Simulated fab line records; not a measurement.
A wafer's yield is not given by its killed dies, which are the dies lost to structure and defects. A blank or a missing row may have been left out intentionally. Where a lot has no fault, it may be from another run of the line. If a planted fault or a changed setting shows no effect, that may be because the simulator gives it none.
fab line records + flow n5-finfet
record
- lots=7
- wafers=39
route steps=1938 shown DUMMY_GATE@228 HKMG_FIN@413 GATE_CUT@466
start-h: hours from the record's first day to the start of the lot's first wafer shown + wait-h: time in hours since the lot's previous step + " repeats the value in the row above + L1.1+2: one row covering several wafers at once + - either no value or no given start + * or withheld: withheld + < > ~ a bound
route shown NAME@n: a module of which the file shows steps, and the number in the route of the first + usual: average and standard deviation across the fault-free wafers + same: alike in all rows + chamber/n: place in a boat + sites: the reading at each site + _std_site: their standard deviation + _edge_site: the outer-site mean with the inner-site mean subtracted + radius-mm: for every site, how far away it sits from the centre of the wafer + mask NAME#n: copy n + behind: the most recent tool/chamber to have shaped the wafer + hold: the reason the lot was held/the length of the hold in hours/how it ended + device: the n, p or np transistor that did not switch + end of line: tests of these same wafers at the route's end + where a step has no rows: the recipe by itself + killed: dies that structure and defects cost at the first sort, which is not the same as the wafer's yield + map: per-die view of a wafer (x killed, . not killed, _ where there is no die)
set.NAME: setting as actually run; set.NAME@STEP: the setting as run at that earlier step + model.NAME: the simulator's own value behind a step, which no gauge read
lots run with intentionally changed settings; tables by step, rows by wafer
## steps
# step N5_DUMMY_GATE_EXPOSE_12
# recipe
- mask-id=GATE
- na=0.33
- source-shape=annular
- sigma-inner=0.2
- sigma-outer=0.6
- polarization=unpolarized
- target-cd-nm=25
- dose-mj=34
| lot.wafer        | tool           | chamber | start-h | wait-h | mask   | set.dose-mj |
|------------------|----------------|---------|---------|--------|--------|-------------|
| L079.1+2+3+4+5+6 | euv-scanner-02 | 0       | 76.35   | -      | GATE#0 | 34          |
| L086.1+2+4       | euv-scanner-02 | 0       | 117.78  | -      | GATE#0 | 34          |
| L086.3+5+6       | "              | 0       | "       | "      | GATE#0 | 32.58       |
| L089.1+2+3+4+5+6 | euv-scanner-01 | 0       | 137.93  | -      | GATE#0 | 34          |
| L090.1+5+6       | euv-scanner-02 | 0       | 143.38  | -      | GATE#0 | 32.02       |
| L090.2+3+4       | "              | 0       | "       | "      | GATE#0 | 34          |
| L093.1+4+5       | euv-scanner-02 | 0       | 161.71  | -      | GATE#0 | 34          |
| L093.2+3+6       | "              | 0       | "       | "      | GATE#0 | 36.32       |
| L092.1+4+5       | euv-scanner-02 | 0       | 165.63  | -      | GATE#0 | 31.93       |
| L092.2+3+6       | "              | 0       | "       | "      | GATE#0 | 34          |
| L097.1+2+3       | euv-scanner-01 | 0       | 183.15  | -      | GATE#0 | 34          |
# step N5_DUMMY_GATE_PEB_13
# recipe
- peb-temp-c=100
- peb-time-s=60
- resist=CAR-EUV
# step N5_DUMMY_GATE_DEVELOP_14
# recipe
- develop-time-s=30
- developer=TMAH
- resist=CAR-EUV
- rinse-liquid=surfactant-rinse
- dry=air-spin
- dev-temp-c=23
# step N5_DUMMY_GATE_CD_MEAS_15
# recipe
- target-cd-nm=25.8
- landing-energy-ev=500
- detector=se-inlens
# usual
- cd-nm=25.01/0.21
| lot.wafer | tool      | chamber | start-h | wait-h | set.dose-mj@DUMMY_GATE_EXPOSE_12 | cd-nm |
|-----------|-----------|---------|---------|--------|----------------------------------|-------|
| L079.1    | cd-sem-02 | 0       | 76.48   | -      | 34                               | 24.59 |
| L079.2    | "         | 0       | "       | "      | 34                               | 24.88 |
| L079.3    | "         | 0       | "       | "      | 34                               | 24.52 |
| L079.4    | "         | 0       | "       | "      | 34                               | 25.25 |
| L079.5    | "         | 0       | "       | "      | 34                               | 24.93 |
| L079.6    | "         | 0       | "       | "      | 34                               | 24.76 |
| L086.1    | cd-sem-01 | 0       | 117.91  | -      | 34                               | 25.11 |
| L086.2    | "         | 0       | "       | "      | 34                               | 25.29 |
| L086.3    | "         | 0       | "       | "      | 32.58                            | 25.81 |
| L086.4    | "         | 0       | "       | "      | 34                               | 24.92 |
| L086.5    | "         | 0       | "       | "      | 32.58                            | 25.75 |
| L086.6    | "         | 0       | "       | "      | 32.58                            | 25.74 |
| L089.1    | cd-sem-03 | 0       | 138.05  | -      | 34                               | 25.49 |
| L089.2    | "         | 0       | "       | "      | 34                               | 24.86 |
| L089.3    | "         | 0       | "       | "      | 34                               | 25.09 |
| L089.4    | "         | 0       | "       | "      | 34                               | 25.37 |
| L089.5    | "         | 0       | "       | "      | 34                               | 25.07 |
| L089.6    | "         | 0       | "       | "      | 34                               | 25.49 |
| L090.1    | cd-sem-02 | 0       | 143.50  | -      | 32.02                            | 25.99 |
| L090.2    | "         | 0       | "       | "      | 34                               | 25.09 |
| L090.3    | "         | 0       | "       | "      | 34                               | 25.12 |
| L090.4    | "         | 0       | "       | "      | 34                               | 25.05 |
| L090.5    | "         | 0       | "       | "      | 32.02                            | 26.30 |
| L090.6    | "         | 0       | "       | "      | 32.02                            | 26.20 |
| L093.1    | cd-sem-03 | 0       | 161.83  | -      | 34                               | 25.31 |
| L093.2    | "         | 0       | "       | "      | 36.32                            | 24.24 |
| L093.3    | "         | 0       | "       | "      | 36.32                            | 23.68 |
| L093.4    | "         | 0       | "       | "      | 34                               | 25.23 |
| L093.5    | "         | 0       | "       | "      | 34                               | 25.05 |
| L093.6    | "         | 0       | "       | "      | 36.32                            | 23.92 |
| L092.1    | cd-sem-01 | 0       | 165.75  | -      | 31.93                            | 25.96 |
| L092.2    | "         | 0       | "       | "      | 34                               | 25.10 |
| L092.3    | "         | 0       | "       | "      | 34                               | 25.17 |
| L092.4    | "         | 0       | "       | "      | 31.93                            | 26.04 |
| L092.5    | "         | 0       | "       | "      | 31.93                            | 26.04 |
| L092.6    | "         | 0       | "       | "      | 34                               | 25.51 |
| L097.1    | cd-sem-03 | 0       | 183.28  | -      | 34                               | 24.91 |
| L097.2    | "         | 0       | "       | "      | 34                               | 24.90 |
| L097.3    | "         | 0       | "       | "      | 34                               | 25.08 |
# step N5_DUMMY_GATE_STRIP_38
# recipe
- chemistry=N2/H2
- temp-c=40
- n2-flow-sccm=200
- h2-flow-sccm=200
- rf-frequency-hz=6e+07
# step N5_DUMMY_GATE_STRIP_39
# recipe
- chemistry=N2/H2
- temp-c=40
- n2-flow-sccm=200
- h2-flow-sccm=200
- rf-frequency-hz=6e+07
# step N5_DUMMY_GATE_TRIM_49
# recipe
- chemistry=O2
- resist=SOC
- time-s=29
- target-cd-nm=14
- source-power-w=300
- bias-power-w=0
- O2_flow_sccm=100
- temp-c=20
| lot.wafer  | tool      | chamber | start-h | wait-h | set.dose-mj@DUMMY_GATE_EXPOSE_12 | model.DUMMY_GATE.cd-nm |
|------------|-----------|---------|---------|--------|----------------------------------|------------------------|
| L079.1+2   | rie-si-05 | 3,1     | 76.86   | 0.0    | 34                               | 13.8                   |
| L079.3     | "         | 2       | "       | "      | 34                               | 14                     |
| L079.4+6   | "         | 0,2     | "       | "      | 34                               | 13.6                   |
| L079.5     | "         | 1       | "       | "      | 34                               | 14.2                   |
| L086.1     | rie-si-03 | 1       | 118.26  | 0.0    | 34                               | 14.4                   |
| L086.2     | "         | 0       | "       | "      | 34                               | 13.8                   |
| L086.3     | "         | 2       | "       | "      | 32.58                            | 14.6                   |
| L086.4     | "         | 3       | "       | "      | 34                               | 14                     |
| L086.5     | "         | 3       | "       | "      | 32.58                            | 15                     |
| L086.6     | "         | 2       | "       | "      | 32.58                            | 14.8                   |
| L089.1+2   | rie-si-03 | 0,2     | 138.45  | 0.0    | 34                               | 14                     |
| L089.3     | "         | 3       | "       | "      | 34                               | 14.4                   |
| L089.4+5+6 | "         | 1,1,2   | "       | "      | 34                               | 14.2                   |
| L090.1+6   | rie-si-02 | 1       | 143.93  | 0.0    | 32.02                            | 15.2                   |
| L090.2+3   | "         | 3,0     | "       | "      | 34                               | 14.4                   |
| L090.4     | "         | 2       | "       | "      | 34                               | 14.2                   |
| L090.5     | "         | 0       | "       | "      | 32.02                            | 15.4                   |
| L093.1+4   | rie-si-05 | 0,3     | 162.38  | 0.0    | 34                               | 14                     |
| L093.2     | "         | 1       | "       | "      | 36.32                            | 13.2                   |
| L093.3+6   | "         | 2,0     | "       | "      | 36.32                            | 12.8                   |
| L093.5     | "         | 3       | "       | "      | 34                               | 14.2                   |
| L092.1     | rie-si-05 | 1       | 166.29  | 0.0    | 31.93                            | 15.2                   |
| L092.2     | "         | 2       | "       | "      | 34                               | 14                     |
| L092.3+6   | "         | 3,2     | "       | "      | 34                               | 14.2                   |
| L092.4     | "         | 0       | "       | "      | 31.93                            | 15.4                   |
| L092.5     | "         | 3       | "       | "      | 31.93                            | 15                     |
| L097.1     | rie-si-03 | 3       | 183.64  | 0.0    | 34                               | 13.8                   |
| L097.2     | "         | 2       | "       | "      | 34                               | 13.2                   |
| L097.3     | "         | 1       | "       | "      | 34                               | 14                     |
# step N5_DUMMY_GATE_STRIP_40
# recipe
- chemistry=CF4
- resist=SiARC
- power-w=300
- bias-power-w=75
- pressure-mtorr=50
- cf4-flow-sccm=150
- rf-frequency-hz=6e+07
# step N5_DUMMY_GATE_CD_MEAS_50
# recipe
- target-cd-nm=14
# usual
- cd-nm=14.0/0.33
| lot.wafer | tool      | chamber | start-h | wait-h | set.dose-mj@DUMMY_GATE_EXPOSE_12 | cd-nm |
|-----------|-----------|---------|---------|--------|----------------------------------|-------|
| L079.1    | cd-sem-01 | -       | 77.01   | 0.0    | 34                               | 14.1  |
| L079.2    | "         | -       | "       | "      | 34                               | 13.8  |
| L079.3    | "         | -       | "       | "      | 34                               | 13.8  |
| L079.4    | "         | -       | "       | "      | 34                               | 13.6  |
| L079.5    | "         | -       | "       | "      | 34                               | 14.2  |
| L079.6    | "         | -       | "       | "      | 34                               | 13.7  |
| L086.1    | cd-sem-03 | -       | 118.41  | 0.0    | 34                               | 14.5  |
| L086.2    | "         | -       | "       | "      | 34                               | 13.5  |
| L086.3    | "         | -       | "       | "      | 32.58                            | 14.2  |
| L086.4    | "         | -       | "       | "      | 34                               | 14.0  |
| L086.5    | "         | -       | "       | "      | 32.58                            | 14.9  |
| L086.6    | "         | -       | "       | "      | 32.58                            | 14.6  |
| L089.1    | cd-sem-01 | -       | 138.61  | 0.0    | 34                               | 14.2  |
| L089.2    | "         | -       | "       | "      | 34                               | 13.7  |
| L089.3    | "         | -       | "       | "      | 34                               | 14.3  |
| L089.4    | "         | -       | "       | "      | 34                               | 14.3  |
| L089.5    | "         | -       | "       | "      | 34                               | 14.3  |
| L089.6    | "         | -       | "       | "      | 34                               | 13.9  |
| L090.1    | cd-sem-03 | -       | 144.24  | 0.0    | 32.02                            | 15.4  |
| L090.2    | "         | -       | "       | "      | 34                               | 14.2  |
| L090.3    | "         | -       | "       | "      | 34                               | 14.2  |
| L090.4    | "         | -       | "       | "      | 34                               | 14.2  |
| L090.5    | "         | -       | "       | "      | 32.02                            | 15.3  |
| L090.6    | "         | -       | "       | "      | 32.02                            | 14.9  |
| L093.1    | cd-sem-01 | -       | 162.55  | 0.0    | 34                               | 14.2  |
| L093.2    | "         | -       | "       | "      | 36.32                            | 12.8  |
| L093.3    | "         | -       | "       | "      | 36.32                            | 12.8  |
| L093.4    | "         | -       | "       | "      | 34                               | 14.4  |
| L093.5    | "         | -       | "       | "      | 34                               | 14.0  |
| L093.6    | "         | -       | "       | "      | 36.32                            | 12.6  |
| L092.1    | cd-sem-02 | -       | 166.59  | 0.0    | 31.93                            | 15.4  |
| L092.2    | "         | -       | "       | "      | 34                               | 14.1  |
| L092.3    | "         | -       | "       | "      | 34                               | 13.7  |
| L092.4    | "         | -       | "       | "      | 31.93                            | 15.3  |
| L092.5    | "         | -       | "       | "      | 31.93                            | 15.1  |
| L092.6    | "         | -       | "       | "      | 34                               | 14.2  |
| L097.1    | cd-sem-01 | -       | 183.78  | 0.0    | 34                               | 13.7  |
| L097.2    | "         | -       | "       | "      | 34                               | 13.3  |
| L097.3    | "         | -       | "       | "      | 34                               | 14.0  |
# step N5_HKMG_FIN_CVD_62
# recipe
- material=a-Si
- target-thk-a=30
- temp-c=500
- precursor=Si2H6
- pressure-torr=1
- time-s=20.8
| lot.wafer  | tool              | chamber | start-h | wait-h | set.temp-c | model.a-Si_of_HKMG_FIN_CVD_62.thk-nm |
|------------|-------------------|---------|---------|--------|------------|--------------------------------------|
| L079.1+4+6 | thermal-cvd-si-01 | 0,2,0   | 103.19  | 0.2    | 500        | 3                                    |
| L079.2+3+5 | "                 | 1,2,1   | "       | "      | 490.9      | 2.2                                  |
| L086.1     | thermal-cvd-si-02 | 0       | 145.17  | 0.2    | 477.6      | 1.6                                  |
| L086.2+6   | "                 | 1       | "       | "      | 477.6      | 1.4                                  |
| L086.3     | "                 | 2       | "       | "      | 500        | 2.8                                  |
| L086.4+5   | "                 | 0,2     | "       | "      | 500        | 3                                    |
| L089.1+4+6 | thermal-cvd-si-01 | 1,0,2   | 165.73  | 0.2    | 518.2      | 5                                    |
| L089.2     | "                 | 0       | "       | "      | 500        | 2.8                                  |
| L089.3+5   | "                 | 2,1     | "       | "      | 500        | 3                                    |
| L090.1     | thermal-cvd-si-02 | 1       | 170.66  | 0.2    | 500        | 3.2                                  |
| L090.2+6   | "                 | 0       | "       | "      | 523.4      | 6                                    |
| L090.3+5   | "                 | 2,1     | "       | "      | 500        | 3                                    |
| L090.4     | "                 | 2       | "       | "      | 523.4      | 5.8                                  |
| L093.1+3+6 | thermal-cvd-si-02 | 0,1,0   | 188.79  | 0.2    | 500        | 3                                    |
| L093.2+5   | "                 | 2,1     | "       | "      | 513.6      | 4.4                                  |
| L093.4     | "                 | 2       | "       | "      | 513.6      | 4.2                                  |
| L092.1+5   | thermal-cvd-si-01 | 2       | 195.42  | 0.2    | 500        | 3.2                                  |
| L092.2+4   | "                 | 1,0     | "       | "      | 489.8      | 2.4                                  |
| L092.3     | "                 | 0       | "       | "      | 489.8      | 2.2                                  |
| L092.6     | "                 | 1       | "       | "      | 500        | 3                                    |
| L097.1+3   | thermal-cvd-si-01 | 1,0     | 213.44  | 0.2    | 500        | 3.2                                  |
| L097.2     | "                 | 2       | "       | "      | 500        | 3                                    |
# step N5_HKMG_FIN_EXPOSE_09
# recipe
- mask-id=NWFM
- na=1.35
- source-shape=conventional
- sigma-outer=0.8
- polarization=unpolarized
- dose-mj=39.25
| lot.wafer        | tool            | chamber | start-h | wait-h | mask   | set.dose-mj |
|------------------|-----------------|---------|---------|--------|--------|-------------|
| L079.1+2+3+4+5+6 | arfi-scanner-01 | 0       | 104.72  | -      | NWFM#0 | 39.25       |
| L086.1+2+5       | arfi-scanner-01 | 0       | 146.84  | -      | NWFM#0 | 40.33       |
| L086.3+4+6       | "               | 0       | "       | "      | NWFM#0 | 39.25       |
| L089.1+3+5       | arfi-scanner-01 | 0       | 167.03  | -      | NWFM#0 | 41.65       |
| L089.2+4+6       | "               | 0       | "       | "      | NWFM#0 | 39.25       |
| L090.1+3+6       | arfi-scanner-03 | 0       | 172.09  | -      | NWFM#0 | 39.25       |
| L090.2+4+5       | "               | 0       | "       | "      | NWFM#0 | 42.01       |
| L093.1+2+3+4+5+6 | arfi-scanner-02 | 0       | 190.10  | -      | NWFM#0 | 39.25       |
| L092.1+2+3+4+5+6 | arfi-scanner-02 | 0       | 196.74  | -      | NWFM#0 | 39.25       |
| L097.1+2+3       | arfi-scanner-01 | 0       | 214.95  | -      | NWFM#0 | 39.25       |
# step N5_HKMG_FIN_PEB_10
# recipe
- peb-temp-c=withheld
- peb-time-s=60
- resist=CAR-ArF
# step N5_HKMG_FIN_DEVELOP_11
# recipe
- develop-time-s=30
- developer=TMAH
- resist=CAR-ArF
- dev-temp-c=23
- rinse-liquid=diw
- dry=air-spin
# step N5_HKMG_FIN_CD_MEAS_12
# recipe
- target-cd-nm=92.8
- landing-energy-ev=500
- detector=se-inlens
# usual
- cd-nm=93.0/0.59
| lot.wafer | tool      | chamber | start-h | wait-h | set.dose-mj@HKMG_FIN_EXPOSE_09 | cd-nm |
|-----------|-----------|---------|---------|--------|--------------------------------|-------|
| L079.1    | cd-sem-03 | 0       | 104.84  | -      | 39.25                          | 93.4  |
| L079.2    | "         | 0       | "       | "      | 39.25                          | 92.4  |
| L079.3    | "         | 0       | "       | "      | 39.25                          | 92.9  |
| L079.4    | "         | 0       | "       | "      | 39.25                          | 92.7  |
| L079.5    | "         | 0       | "       | "      | 39.25                          | 93.0  |
| L079.6    | "         | 0       | "       | "      | 39.25                          | 92.9  |
| L086.1    | cd-sem-03 | 0       | 146.97  | -      | 40.33                          | 93.7  |
| L086.2    | "         | 0       | "       | "      | 40.33                          | 94.7  |
| L086.3    | "         | 0       | "       | "      | 39.25                          | 92.1  |
| L086.4    | "         | 0       | "       | "      | 39.25                          | 93.4  |
| L086.5    | "         | 0       | "       | "      | 40.33                          | 95.3  |
| L086.6    | "         | 0       | "       | "      | 39.25                          | 92.9  |
| L089.1    | cd-sem-03 | 0       | 167.16  | -      | 41.65                          | 96.9  |
| L089.2    | "         | 0       | "       | "      | 39.25                          | 93.3  |
| L089.3    | "         | 0       | "       | "      | 41.65                          | 96.9  |
| L089.4    | "         | 0       | "       | "      | 39.25                          | 92.8  |
| L089.5    | "         | 0       | "       | "      | 41.65                          | 97.0  |
| L089.6    | "         | 0       | "       | "      | 39.25                          | 92.3  |
| L090.1    | cd-sem-02 | 0       | 172.21  | -      | 39.25                          | 93.3  |
| L090.2    | "         | 0       | "       | "      | 42.01                          | 97.8  |
| L090.3    | "         | 0       | "       | "      | 39.25                          | 93.1  |
| L090.4    | "         | 0       | "       | "      | 42.01                          | 98.0  |
| L090.5    | "         | 0       | "       | "      | 42.01                          | 98.0  |
| L090.6    | "         | 0       | "       | "      | 39.25                          | 93.8  |
| L093.1    | cd-sem-02 | 0       | 190.23  | -      | 39.25                          | 93.0  |
| L093.2    | "         | 0       | "       | "      | 39.25                          | 92.8  |
| L093.3    | "         | 0       | "       | "      | 39.25                          | 93.7  |
| L093.4    | "         | 0       | "       | "      | 39.25                          | 93.2  |
| L093.5    | "         | 0       | "       | "      | 39.25                          | 93.4  |
| L093.6    | "         | 0       | "       | "      | 39.25                          | 93.5  |
| L092.1    | cd-sem-02 | 0       | 196.86  | -      | 39.25                          | 92.5  |
| L092.2    | "         | 0       | "       | "      | 39.25                          | 92.6  |
| L092.3    | "         | 0       | "       | "      | 39.25                          | 92.7  |
| L092.4    | "         | 0       | "       | "      | 39.25                          | 93.4  |
| L092.5    | "         | 0       | "       | "      | 39.25                          | 92.5  |
| L092.6    | "         | 0       | "       | "      | 39.25                          | 92.2  |
| L097.1    | cd-sem-01 | 0       | 215.08  | -      | 39.25                          | 93.7  |
| L097.2    | "         | 0       | "       | "      | 39.25                          | 92.9  |
| L097.3    | "         | 0       | "       | "      | 39.25                          | 93.5  |
# step N5_GATE_CUT_ETCH_56
# recipe
- chemistry=Cl2/Ar
- target=TiN
- target-depth-a=216
- pressure-mtorr=10
- icp-w=600
- bias-w=60
- Cl2_flow_sccm=40
- Ar_flow_sccm=60
| lot.wafer | tool         | chamber | start-h | wait-h | set.bias-w | model.etch.depth-nm |
|-----------|--------------|---------|---------|--------|------------|---------------------|
| L079.1    | rie-metal-01 | 1       | 109.65  | 0.1    | 60         | 21.39               |
| L079.2    | "            | 0       | "       | "      | 60         | 21.55               |
| L079.3    | "            | 0       | "       | "      | 60         | 21.48               |
| L079.4    | "            | 1       | "       | "      | 60         | 21.42               |
| L079.5    | "            | 0       | "       | "      | 60         | 21.53               |
| L079.6    | "            | 1       | "       | "      | 60         | 21.45               |
| L086.1    | rie-metal-03 | 1       | 151.61  | 0.1    | 55.54      | 19.96               |
| L086.2    | "            | 0       | "       | "      | 60         | 20.55               |
| L086.3    | "            | 0       | "       | "      | 60         | 20.49               |
| L086.4    | "            | 1       | "       | "      | 55.54      | 20.04               |
| L086.5    | "            | 0       | "       | "      | 60         | 20.57               |
| L086.6    | "            | 1       | "       | "      | 55.54      | 19.91               |
| L089.1    | rie-metal-03 | 0       | 172.00  | 0.1    | 60         | 20.66               |
| L089.2    | "            | 1       | "       | "      | 60         | 20.72               |
| L089.3    | "            | 0       | "       | "      | 60         | 20.73               |
| L089.4    | "            | 1       | "       | "      | 54.27      | 19.85               |
| L089.5    | "            | 1       | "       | "      | 54.27      | 19.92               |
| L089.6    | "            | 0       | "       | "      | 54.27      | 20.15               |
| L090.1    | rie-metal-03 | 1       | 177.14  | 0.1    | 60         | 20.73               |
| L090.2    | "            | 0       | "       | "      | 60         | 20.99               |
| L090.3    | "            | 0       | "       | "      | 66.63      | 21.7                |
| L090.4    | "            | 1       | "       | "      | 66.63      | 21.49               |
| L090.5    | "            | 0       | "       | "      | 60         | 20.94               |
| L090.6    | "            | 1       | "       | "      | 66.63      | 21.67               |
| L093.1    | rie-metal-01 | 1       | 194.85  | 0.1    | 60         | 21.85               |
| L093.2    | "            | 0       | "       | "      | 60         | 21.6                |
| L093.3    | "            | 1       | "       | "      | 66.83      | 22.58               |
| L093.4    | "            | 0       | "       | "      | 60         | 21.55               |
| L093.5    | "            | 0       | "       | "      | 66.83      | 22.54               |
| L093.6    | "            | 1       | "       | "      | 66.83      | 22.81               |
| L092.1    | rie-metal-01 | 0       | 201.48  | 0.1    | 60         | 21.54               |
| L092.2    | "            | 1       | "       | "      | 60         | 21.63               |
| L092.3    | "            | 1       | "       | "      | 69.49      | 22.8                |
| L092.4    | "            | 0       | "       | "      | 60         | 21.34               |
| L092.5    | "            | 0       | "       | "      | 69.49      | 22.83               |
| L092.6    | "            | 1       | "       | "      | 69.49      | 22.81               |
| L097.1    | rie-metal-03 | 1       | 219.88  | 0.1    | 60         | 20.85               |
| L097.2    | "            | 0       | "       | "      | 60         | 21.29               |
| L097.3    | "            | 0       | "       | "      | 60         | 21.21               |
## key
split
- step=N5_DUMMY_GATE_EXPOSE_12
- setting=dose-mj
- stated=34
- by=wafer
response
- step=N5_DUMMY_GATE_CD_MEAS_15
- reading=cd-nm
- change=-0.164
- per=1%
- r=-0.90
response
- step=N5_DUMMY_GATE_TRIM_49
- reading=model.DUMMY_GATE.cd-nm
- change=-0.168
- per=1%
- r=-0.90
response
- step=N5_DUMMY_GATE_CD_MEAS_50
- reading=cd-nm
- change=-0.192
- per=1%
- r=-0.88
split
- step=N5_HKMG_FIN_CVD_62
- setting=temp-c
- stated=500
- by=wafer
response
- step=N5_HKMG_FIN_CVD_62
- reading=model.a-Si_of_HKMG_FIN_CVD_62.thk-nm
- change=+0.488
- per=1%
- r=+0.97
split
- step=N5_HKMG_FIN_EXPOSE_09
- setting=dose-mj
- stated=39.25
- by=wafer
response
- step=N5_HKMG_FIN_CD_MEAS_12
- reading=cd-nm
- change=+0.656
- per=1%
- r=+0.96
split
- step=N5_GATE_CUT_ETCH_56
- setting=bias-w
- stated=60
- by=wafer
response
- step=N5_GATE_CUT_ETCH_56
- reading=model.etch.depth-nm
- change=+0.0789
- per=1%
- r=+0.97
